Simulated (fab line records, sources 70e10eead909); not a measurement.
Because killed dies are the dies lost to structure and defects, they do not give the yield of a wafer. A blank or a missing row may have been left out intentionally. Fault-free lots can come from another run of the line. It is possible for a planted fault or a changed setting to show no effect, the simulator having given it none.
Matching of chambers / flow nandHarc / rieDiel-05 running NHARC_A_STAIRCASE_STRIP_476: 4 sister chambers
The step strips in O2, time 20 s. 16 wafers are shown with their chamber, then 8 later ones without.

== EACH WAFER AND ITS CHAMBER ==
wafer=L074.1; chamber=2; showerheadPlenumPTorr (Torr)=3.55; oesProductAu (a.u.)=1.011; rfVppV (V)=57.4
wafer=L074.5; chamber=1; showerheadPlenumPTorr (Torr)=3.71; oesProductAu (a.u.)=1.013; rfVppV (V)=56.9
wafer=L074.6; chamber=0; showerheadPlenumPTorr (Torr)=3.75; oesProductAu (a.u.)=1.001; rfVppV (V)=57.8
wafer=L075.1; chamber=0; showerheadPlenumPTorr (Torr)=3.75; oesProductAu (a.u.)=0.998; rfVppV (V)=59.2
wafer=L075.2; chamber=1; showerheadPlenumPTorr (Torr)=3.71; oesProductAu (a.u.)=0.997; rfVppV (V)=58.4
wafer=L075.4; chamber=2; showerheadPlenumPTorr (Torr)=3.54; oesProductAu (a.u.)=1.003; rfVppV (V)=56.6
wafer=L077.1; chamber=2; showerheadPlenumPTorr (Torr)=3.54; oesProductAu (a.u.)=1.005; rfVppV (V)=56.7
wafer=L077.5; chamber=2; showerheadPlenumPTorr (Torr)=3.54; oesProductAu (a.u.)=1.019; rfVppV (V)=60.0
wafer=L077.6; chamber=3; showerheadPlenumPTorr (Torr)=3.56; oesProductAu (a.u.)=0.996; rfVppV (V)=57.3
wafer=L079.1; chamber=3; showerheadPlenumPTorr (Torr)=3.56; oesProductAu (a.u.)=0.993; rfVppV (V)=59.4
wafer=L079.2; chamber=1; showerheadPlenumPTorr (Torr)=3.71; oesProductAu (a.u.)=1.005; rfVppV (V)=56.8
wafer=L079.3; chamber=2; showerheadPlenumPTorr (Torr)=3.54; oesProductAu (a.u.)=1.007; rfVppV (V)=57.1
wafer=L082.1; chamber=0; showerheadPlenumPTorr (Torr)=3.74; oesProductAu (a.u.)=1.004; rfVppV (V)=58.1
wafer=L082.3; chamber=1; showerheadPlenumPTorr (Torr)=3.70; oesProductAu (a.u.)=1.000; rfVppV (V)=56.2
wafer=L082.6; chamber=0; showerheadPlenumPTorr (Torr)=3.74; oesProductAu (a.u.)=0.998; rfVppV (V)=58.7
wafer=L084.1; chamber=1; showerheadPlenumPTorr (Torr)=3.70; oesProductAu (a.u.)=1.005; rfVppV (V)=59.0

SIGNATURES, as means of the wafers listed above
reading=showerheadPlenumPTorr; chamber 0=3.7450; chamber 1=3.7060; chamber 2=3.5420; chamber 3=3.5600; scatter within a chamber=0.005
reading=oesProductAu; chamber 0=1.00025; chamber 1=1.00400; chamber 2=1.00900; chamber 3=0.99450; scatter within a chamber=0.0053
reading=rfVppV; chamber 0=58.450; chamber 1=57.460; chamber 2=57.560; chamber 3=58.350; scatter within a chamber=1.18
Rule: a wafer's distance from a chamber is the root of the sum, over the readings, of the square of ((its reading less the chamber's mean) divided by the reading's scatter). The wafer belongs to the nearest chamber; if the next one is less than 2 further off, it can't be placed. The scatter: the root of (the sum of the squares of (reading less its chamber's mean) over the shown wafers, divided by (wafers less chambers)).

== WAFERS WITHOUT THEIR CHAMBER ==
wafer=L084.4; showerheadPlenumPTorr (Torr)=3.53; oesProductAu (a.u.)=1.005; rfVppV (V)=58.2
wafer=L084.6; showerheadPlenumPTorr (Torr)=3.55; oesProductAu (a.u.)=0.994; rfVppV (V)=57.5
wafer=L095.1; showerheadPlenumPTorr (Torr)=3.53; oesProductAu (a.u.)=1.002; rfVppV (V)=57.5
wafer=L095.5; showerheadPlenumPTorr (Torr)=3.69; oesProductAu (a.u.)=1.002; rfVppV (V)=59.0
wafer=L095.6; showerheadPlenumPTorr (Torr)=3.73; oesProductAu (a.u.)=0.996; rfVppV (V)=57.6
wafer=L096.3; showerheadPlenumPTorr (Torr)=3.72; oesProductAu (a.u.)=0.992; rfVppV (V)=58.3
wafer=L096.4; showerheadPlenumPTorr (Torr)=3.52; oesProductAu (a.u.)=0.994; rfVppV (V)=57.7
wafer=L096.6; showerheadPlenumPTorr (Torr)=3.54; oesProductAu (a.u.)=0.981; rfVppV (V)=57.6

== CHAMBER TAKEN BY EACH ==
wafer=L084.4; from the rows above=2; in truth=2
wafer=L084.6; from the rows above=can't be placed: 3 or 2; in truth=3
wafer=L095.1; from the rows above=2; in truth=2
wafer=L095.5; from the rows above=1; in truth=1
wafer=L095.6; from the rows above=can't be placed: 0 or 1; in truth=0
wafer=L096.3; from the rows above=can't be placed: 1 or 0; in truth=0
wafer=L096.4; from the rows above=2; in truth=2
wafer=L096.6; from the rows above=can't be placed: 3 or 2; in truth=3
Placed correctly: 4 of 8. These rows do not allow placing 4 (true chamber among the candidates in 4). 0 placed wrongly.
